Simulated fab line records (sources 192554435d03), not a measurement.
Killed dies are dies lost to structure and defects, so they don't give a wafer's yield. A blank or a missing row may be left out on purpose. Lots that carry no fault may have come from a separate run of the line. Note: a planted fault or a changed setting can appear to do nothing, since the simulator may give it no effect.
fab line records    flow n5Finfet
record lots=4  wafers=12  lastDay=17
route steps=1938 shown BEOL_M3@962 PASSIVATION@1936
lots untouched by any fault: they come from a run of this same line in which no faults occurred
startH: start of the lot's first displayed wafer, in hours after the record's first day    waitH: how many hours have passed since the lot's step before this one    " as in the row above    L1.1+2: several wafers, shown together as one row    - no value, or no start given    * or withheld: withheld    < > ~ a bound
route shown NAME@n: a module of which the file shows steps, and the number in the route of the first    usual: mean and standard deviation over wafers with no fault    same: alike in all rows    chamber/n: place in a boat    sites: per-site readings    _std_site: the values' standard deviation    _edge_site: mean of outer sites minus mean of inner sites    radiusMm: for every site, how far away it sits from the centre of the wafer    mask NAME#n: copy n    behind: the most recent tool/chamber to have shaped the wafer    hold: reason for holding the lot/hours on hold/outcome of the hold    device: which transistor (n, p or np) failed to switch    end of line: at the end of the route, the tests of the same wafers    where a step has no rows: the recipe by itself    killed: the dies lost at the first sort to structure and to defects; this is not the yield of the wafer    map: dies across one wafer; x = killed, . = not, _ = none there
set.NAME: setting as actually run; set.NAME@STEP: the setting as run at that earlier step    model.NAME: the simulator's own value behind a step, which no gauge read
lots at selected steps of the route; one table per step, one row per wafer
services: when a tool's chamber went out of use (startH, in hours from the record's first day, below 0 if earlier), for how many hours, and the reason
## steps
# step N5_BEOL_M3_SOFTBAKE_23
# recipe tempC=110  timeS=60  resist=CAR-EUV
# step N5_BEOL_M3_EXPOSE_25
# recipe maskId=V2  na=0.33  sourceShape=quasar  sigmaInner=0.2  sigmaOuter=0.8  polarization=unpolarized  defocusNm=5  doseMj=63
# step N5_BEOL_M3_PEB_26
# recipe pebTempC=100  pebTimeS=60  resist=CAR-EUV
# step N5_BEOL_M3_DEVELOP_27
# recipe developTimeS=30  developer=TMAH  resist=CAR-EUV  rinseLiquid=surfactantRinse  dry=airSpin  devTempC=23
# step N5_BEOL_M3_DESCUM_33
# recipe chemistry=O2  timeS=7  sourcePowerW=50  biasPowerW=20  pressureMtorr=20  rfFrequencyHz=2.712e+07  tempC=40  resist=CAR-EUV  o2FlowSccm=225
# step N5_BEOL_M3_ETCH_77
# recipe chemistry=N2/H2  target=underlayer  targetDepthA=65  maskMaterial=CAR-EUV  timeS=5.2  ionEnergyEv=200  pressureMtorr=30  sourceW=840  biasW=150  n2FlowSccm=200  h2FlowSccm=200  ends=cleared
# step N5_BEOL_M3_ETCH_69
# recipe chemistry=CF4  target=SiARC  targetDepthA=156  maskMaterial=CAR-EUV  timeS=26  ionEnergyEv=80  pressureMtorr=40  sourceW=545  biasW=36  Ar_flow_sccm=100  cf4FlowSccm=100  ends=cleared
# step N5_BEOL_M3_ALD_98
# recipe material=SiO2  targetThkA=25  tempC=100  aldPrecursorFamily=BDEAS  aldCoReactant=O2-plasma  pulseTimeS=1  coReactantPulseTimeS=1  purgeTimeS=2  coReactantPurgeTimeS=2  aldCycles=17  pressureTorr=2
# step N5_BEOL_M3_ETCHBACK_99
# recipe chemistry=CHF3  target=SiO2  targetDepthA=50  timeS=10.4  sourceW=215  biasW=47  Ar_flow_sccm=200  CHF3_flow_sccm=12  ionEnergyEv=100  pressureMtorr=30
# step N5_BEOL_M3_ETCH_70
# recipe chemistry=N2/H2  target=SOC  targetDepthA=800  overetchA=160  maskMaterial=SiARC  tempC=40  timeS=120  ionEnergyEv=200  pressureMtorr=30  sourceW=840  biasW=150  n2FlowSccm=200  h2FlowSccm=200
# usual chamberPressureMTorr=30.000/0.025  drypumpMotorCurrentA=5.9/0.58  n2FlowSccm=199.9/0.63  oesProductAu=0.61/0.049  rfFwdPowerW=835.7/2.9  rfVppV=523.6/2.3  showerheadPlenumPTorr=2.53/0.078  throttleValvePct=17.73/0.23
lot.wafer  tool        chamber  startH  waitH  chamberPressureMTorr  drypumpMotorCurrentA  n2FlowSccm  oesProductAu  rfFwdPowerW  rfHoursCounterH  rfVppV  showerheadPlenumPTorr  throttleValvePct
L954.2     rieDiel-04  1        172.60  0.0    30.004                5.0                   199.0       0.67          835.9        31               525.9   2.62                   17.92
L954.4     "           2        "       "      29.952                5.7                   200.7       0.56          833.3        166              519.9   2.44                   17.67
L954.6     "           3        "       "      30.021                6.7                   200.9       0.61          835.8        -                521.5   2.44                   17.51
L964.3     rieDiel-01  3        217.29  0.0    29.955                6.3                   199.7       0.57          836.3        190              524.0   2.50                   17.34
L964.5     "           1        "       "      30.003                6.4                   199.6       0.66          834.4        -                523.2   2.57                   17.82
L964.6     "           0        "       "      30.009                5.1                   200.3       0.65          840.1        -                521.9   2.48                   17.56
L975.1     rieDiel-01  2        283.02  0.0    30.022                6.8                   200.3       0.58          832.9        153              519.0   2.46                   17.66
L975.3     "           0        "       "      30.008                5.1                   198.4       0.63          833.5        70               522.6   2.47                   17.58
L975.6     "           3        "       "      30.028                6.3                   200.4       0.55          833.2        -                521.9   2.49                   17.39
L976.2     rieDiel-01  2        285.54  0.0    30.009                6.8                   199.1       0.58          837.9        155              520.4   2.46                   17.65
L976.3     "           0        "       "      30.022                5.1                   200.1       0.63          835.9        72               522.9   2.47                   17.60
L976.5     "           1        "       "      29.981                6.4                   198.9       0.63          833.6        -                525.0   2.56                   17.87
# step N5_BEOL_M3_STRIP_71
# recipe chemistry=N2/H2  tempC=40  n2FlowSccm=200  h2FlowSccm=200  rfFrequencyHz=6e+07
# step N5_BEOL_M3_STRIP_78
# recipe chemistry=N2/H2  tempC=40  n2FlowSccm=200  h2FlowSccm=200  rfFrequencyHz=6e+07
# step N5_BEOL_M3_VIA_ETCH_34
# recipe chemistry=C4F6/O2  targetDepthA=694  maskMaterial=SOC  pressureMtorr=15  ionEnergyEv=250  taperDeg=4  timeS=65.9  sourceW=350  biasW=170  Ar_flow_sccm=300  C4F6_flow_sccm=10  O2_flow_sccm=10
# step N5_BEOL_M3_STRIP_83
# recipe chemistry=C4F6/O2  resist=SiARC  rfFrequencyHz=6e+07
# step N5_BEOL_M3_STRIP_36
# recipe chemistry=N2/H2  powerW=450  tempC=40  pressureMtorr=20  rfFrequencyHz=6e+07  overashFraction=0.3  biasPowerW=7  h2Frac=0.5  n2FlowSccm=200  h2FlowSccm=200
# step N5_BEOL_M3_TRENCH_ETCH_37
# recipe chemistry=C4F6/O2  targetDepthA=555.55  target=SiOC  timeS=29.2  ionEnergyEv=250  pressureMtorr=30  sourceW=355  biasW=185  Ar_flow_sccm=300  C4F6_flow_sccm=10  O2_flow_sccm=10
# step N5_BEOL_M3_ETCH_41
# recipe chemistry=CH3F/O2  target=SiCN  targetDepthA=299  taperDeg=2  timeS=52.5  ionEnergyEv=120  maskMaterial=TiN  pressureMtorr=30  sourceW=395  biasW=75  Ar_flow_sccm=150  CH3F_flow_sccm=30  O2_flow_sccm=20
# step N5_BEOL_M3_STRIP_97
# recipe chemistry=N2/H2  timeS=10  powerW=450  tempC=40  pressureMtorr=20  rfFrequencyHz=6e+07  biasPowerW=7  n2FlowSccm=200  h2FlowSccm=200
# step N5_BEOL_M3_HM_STRIP_39
# recipe chemistry=peroxideTinStrip  material=TiN  targetDepthA=250  tempC=50  timeS=158
# step N5_BEOL_M3_SRD_40
# recipe timeS=30  tempC=23  rinseLiquid=diw  dry=ipaMarangoni
# step N5_BEOL_M3_PRECLEAN_42
# recipe chemistry=residueRemover  timeS=60  tempC=40
# step N5_BEOL_M3_SRD_43
# recipe timeS=30  tempC=23  rinseLiquid=diw  dry=ipaMarangoni
# step N5_BEOL_M3_DEGAS_44
# recipe ambient=vacuum  tempC=250  timeS=60
# step N5_BEOL_M3_PRE_CLEAN_45
# recipe gas=H2/He  timeS=30  tempC=250
# step N5_BEOL_M3_ALD_84
# recipe material=TaN  targetThkA=*  tempC=275  aldPrecursorFamily=PDMAT  aldCoReactant=NH3  pressureTorr=3  carrierFlowSccm=1500  pulseTimeS=2  purgeTimeS=3  coReactantPurgeTimeS=2  coReactantPulseTimeS=3  aldCycles=30  precursorVesselTempC=75  precursorVesselPressureTorr=26.25  precursorVesselCarrierSccm=1000
# step N5_BEOL_M3_SURFACE_TREAT_85
# recipe gas=Ar  timeS=*  ionEnergyEv=*  ionCurrentMaCm2=0.5  pressureMtorr=*  arFlowSccm=30
# step N5_BEOL_M3_CVD_47
# recipe material=Co  targetThkA=30  tempC=withheld  precursor=CCTBA/H2  pressureTorr=30  timeS=223.8
# step N5_BEOL_M3_SPUTTER_48
# recipe material=Cu  targetThkA=45  tempC=-20  chamberPressurePa=0.07  powerW=withheld  timeS=8.29
# step N5_BEOL_M3_ANNEAL_49
# recipe tempC=400  timeS=240  ambient=vacuum
# step N5_BEOL_M3_SPUTTER_79
# recipe material=Cu  targetThkA=45  tempC=-20  chamberPressurePa=0.07  powerW=withheld  timeS=8.29
# step N5_BEOL_M3_ANNEAL_80
# recipe tempC=400  timeS=240  ambient=vacuum
# step N5_BEOL_M3_SPUTTER_81
# recipe material=Cu  targetThkA=45  tempC=-20  chamberPressurePa=0.07  powerW=withheld  timeS=8.29
# step N5_BEOL_M3_ANNEAL_82
# recipe tempC=400  timeS=240  ambient=vacuum
# step N5_BEOL_M3_SPUTTER_86
# recipe material=Cu  targetThkA=45  tempC=-20  chamberPressurePa=0.07  powerW=withheld  timeS=8.29
# step N5_BEOL_M3_ANNEAL_87
# recipe tempC=400  timeS=240  ambient=vacuum
# step N5_BEOL_M3_SPUTTER_88
# recipe material=Cu  targetThkA=45  tempC=-20  chamberPressurePa=0.07  powerW=withheld  timeS=8.29
# step N5_BEOL_M3_ANNEAL_89
# recipe tempC=400  timeS=240  ambient=vacuum
# step N5_PASSIVATION_PROBE_49
# usual defectLimitedYield=91.3/1.4  killed_at_M0_to_M3=32/9.5  killed_at_M4_up=14/5.2  killedAtContacts=13/5.7  killedAtFrontEnd=41/12  killedAtOther=3.5/2.6  killedDies=103/17  killedOnRim=14/4  killedOpen=68/14  killedShort=32/7  sort_bin_5_function=5.0/0.91  sort_bin_6_memory=3.3/0.7  sort_bin_8_speed=0.03/0.22  sortNPass=1076/17  sortYieldPct=91.2/1.4
# same grossDies=1180  killedAtBackSide=0  sort_bin_4_leakage[%]=0
lot.wafer  tool       chamber  startH  waitH  defectLimitedYield[%]  killed_at_M0_to_M3  killed_at_M4_up  killedAtContacts  killedAtFrontEnd  killedAtOther  killedDies  killedOnRim  killedOpen  killedShort  sort_bin_5_function[%]  sort_bin_6_memory[%]  sort_bin_8_speed[%]  sortNPass  sortYieldPct[%]
L964.3     prober-01  -        331.27  0.1    92.9                   18                  17               4                 37                8              84          15           48          36           4.4                     2.4                   0                    1096       92.9
L964.5     prober-01  -        331.37  0.2    91.4                   20                  12               7                 63                0              102         12           72          29           4.1                     4.3                   0                    1078       91.4
L964.6     prober-01  -        331.42  0.3    92.1                   24                  12               15                39                3              93          14           71          22           5.3                     2.6                   0                    1087       92.1
L975.1     prober-02  -        390.68  0.0    81.4                   158                 4                14                34                9              219         25           62          29           12.3                    3.5                   0                    961        81.4
L975.3     prober-02  -        390.78  0.1    85.0                   114                 13               10                34                6              177         32           79          35           8.7                     4.4                   0                    1003       85.0
L975.6     prober-02  -        390.93  0.3    80.4                   165                 6                18                39                3              231         31           77          26           11.6                    4.5                   0                    949        80.4
L976.2     prober-02  -        407.21  0.1    82.3                   147                 12               18                30                2              209         20           59          25           11.1                    3.0                   0.25                 968        82.0
L976.3     prober-02  -        407.26  0.1    86.8                   95                  9                17                35                0              156         34           78          28           8.3                     3.2                   0                    1024       86.8
L976.5     prober-02  -        407.36  0.2    79.9                   159                 11               18                45                4              237         18           57          29           11.6                    4.5                   0                    943        79.9
# killed by level:class
L964.3 STI_FIN_REVEAL:geometricParticle:open=9 FIN_SAQP:geometricParticle:open=6 FIN_SAQP:geometricParticle:short=6 BEOL_M0_SAQP:geometricParticle:short=5 BEOL_M0_SAQP:geometricParticle:open=4 BEOL_M4:geometricParticle:open=4 STI_FIN_REVEAL:geometricParticle:short=3 MOL_CONTACT_COAG:geometricParticle:short=3
L964.5 STI_FIN_REVEAL:geometricParticle:open=23 FIN_SAQP:geometricParticle:short=11 FIN_SAQP:geometricParticle:open=9 BEOL_M1:geometricParticle:open=7 BEOL_M4:geometricParticle:open=7 STI_FIN_REVEAL:geometricParticle:short=6 MOL_CONTACT_COAG:geometricParticle:open=6 BEOL_M3:geometricParticle:open=6
L964.6 MOL_CONTACT_COAG:geometricParticle:open=14 BEOL_M1:geometricParticle:open=13 FIN_SAQP:geometricParticle:short=12 STI_FIN_REVEAL:geometricParticle:open=11 FIN_SAQP:geometricParticle:open=8 BEOL_M0_SAQP:geometricParticle:open=6 BEOL_M5:geometricParticle:open=6 BEOL_M4:geometricParticle:open=5
L975.1 BEOL_M3:unspecified=128 MOL_CONTACT_COAG:geometricParticle:open=12 FIN_SAQP:geometricParticle:open=11 BEOL_M2:geometricParticle:open=11 BEOL_M3:geometricParticle:open=7 BEOL_M0_SAQP:geometricParticle:short=6 DUMMY_GATE:geometricParticle:open=5 FIN_SAQP:geometricParticle:short=4
L975.3 BEOL_M3:unspecified=61 BEOL_M3:geometricParticle:open=15 BEOL_M0_SAQP:geometricParticle:short=12 MOL_CONTACT_COAG:geometricParticle:open=10 BEOL_M0_SAQP:geometricParticle:open=10 FIN_SAQP:geometricParticle:open=7 DUMMY_GATE:geometricParticle:open=7 BEOL_M2:geometricParticle:open=7
L975.6 BEOL_M3:unspecified=128 MOL_CONTACT_COAG:geometricParticle:open=16 BEOL_M3:geometricParticle:open=16 FIN_SAQP:geometricParticle:open=8 DUMMY_GATE:geometricParticle:open=8 GATE_CUT:geometricParticle:short=7 BEOL_M2:geometricParticle:open=6 BEOL_M4:geometricParticle:open=5
L976.2 BEOL_M3:unspecified=123 FIN_SAQP:geometricParticle:open=14 MOL_CONTACT_COAG:geometricParticle:open=13 DUMMY_GATE:geometricParticle:open=7 BEOL_M0_SAQP:geometricParticle:short=7 BEOL_M0_SAQP:geometricParticle:open=6 FIN_SAQP:geometricParticle:short=5 MOL_CONTACT_COAG:geometricParticle:short=5
L976.3 BEOL_M3:unspecified=49 MOL_CONTACT_COAG:geometricParticle:open=14 BEOL_M0_SAQP:geometricParticle:open=12 FIN_SAQP:geometricParticle:open=11 BEOL_M0_SAQP:geometricParticle:short=9 BEOL_M3:geometricParticle:open=9 FIN_SAQP:geometricParticle:short=7 BEOL_M1:geometricParticle:open=7
L976.5 BEOL_M3:unspecified=144 MOL_CONTACT_COAG:geometricParticle:open=16 FIN_SAQP:geometricParticle:short=10 FIN_SAQP:geometricParticle:open=9 HKMG_FIN:areaEtch=7 BEOL_M0_SAQP:geometricParticle:open=6 BEOL_M5:geometricParticle:open=5 STI_FIN_REVEAL:geometricParticle:open=4
# map L975.6 (x killed, . not)
_________________.........x..________________
______________....x.x.........xx_____________
___________.xx...................x.__________
__________x............x.......x.xxx_________
________.......................x..xxx._______
_______x..xx..................xxxxxxx.x______
______........x.x.......x.....xxxxxxxxxx_____
_____...x.............x....x.xxxxxxxxxxxx____
____.......x............x....xxxxxxxxxxxx.___
___.....x..................xx.xxxxxxxxxxxx.__
___.....x..........x........xxxxxxxxxxxx.x.__
__........x.........x....xx.xxxxxxxxxxxxxx.._
__x...........x.....x...x.xxxxx.xxxxxxxx.x.._
_....x...........x...x.......x.xxx.xxxxxxx...
_...........x............x.......xxxxx.xx....
_..........x.........x..........xxxxx...x..x.
_..x...x.......x.............................
_.x.........x.....x..x..x............x....x..
_....x..x........x......x..x....x......x.....
_.......................x....................
_.....................x...x..................
__x.............x.....................x....x_
__x.x.x...........................x........._
___..........xx...x......x.......xx........__
___.xx........x.................x..........__
____..x..............x...x..........x.....___
_____.........x..............x..x...x...x____
______......x...........x....x.........._____
_______...............................x______
________.....x..x.x.........xx........_______
__________.x........................_________
___________........................__________
______________.x....x........x.._____________
_________________.......x...x________________
# map L976.5 (x killed, . not)
_________________............________________
______________...x......x..xx.x._____________
___________.....x.....x.........x..__________
__________.........................._________
________.........xx...........x......._______
_______......................xx........______
______.................................._____
_____.x.......xx................x........____
____.................x.......x...x......x.___
___...........................x..........xx__
___x.....x..x..........x....x..............__
__.....x............x......................._
__..................x........xx............._
_......x.............................x.......
_.x.......x.......x.....................xx...
_...............x.......xx...................
_x.........x.........xx.........x.x....x.....
_.......x........x...............x......x....
_............................................
_.....x..........x.....x.....................
_............x..............xx........x......
__................x..xx.x..................._
__.......x......xx.xx.xxx...x............x.._
___......x....x.xxxxxxxxxxxxx....x..x.x....__
___..........xx.xxxxxxxxxxx.xx......x.x....__
____.x......x..xxxxxxxxxxx.x..xx..........___
_____..........xxxxxxxxxxxxxx...x........____
______x.....xxxxxxxxxxxxxxxxxxx........._____
_______.....xxxxxxxxxxxxxxxxxx...xx....______
________......xxxxxxxxxxxxxxx.x......._______
__________.....xxxxxxxxxxxx..x.x...._________
___________.x.x.xxxxxxx.x.x..x.....__________
______________....xxxxxxxxx....._____________
_________________.xxxx.......________________
## services
tool        chamber  startH  hours  kind
rieDiel-01  3        165.35  3.0    repair
rieDiel-01  2        220.07  16.1   repair
## key
firstSign step=N5_PASSIVATION_PROBE_49  reading=killed_at_M0_to_M3  direction=up  sigmas=11  usual=32  struck=140
effect step=N5_PASSIVATION_PROBE_49  reading=defectLimitedYield  direction=down  sigmas=6.1  usual=91.3  struck=82.6
moreKillsBornAt N5_BEOL_M3_ETCH_70@rieDiel-01=633
metAt N5_BEOL_M3_ETCH_70
struckWafers L975.1,L975.3,L975.6,L976.2,L976.3,L976.5
onsetBetween 217.29 283.02
alsoFits time
fault kind=chamberParticleSource  tool=rieDiel-01  chamber=-  onsetH=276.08  steps=N5_BEOL_M3_ETCH_70  ratePerVisitCm2=1.3247  endH=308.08
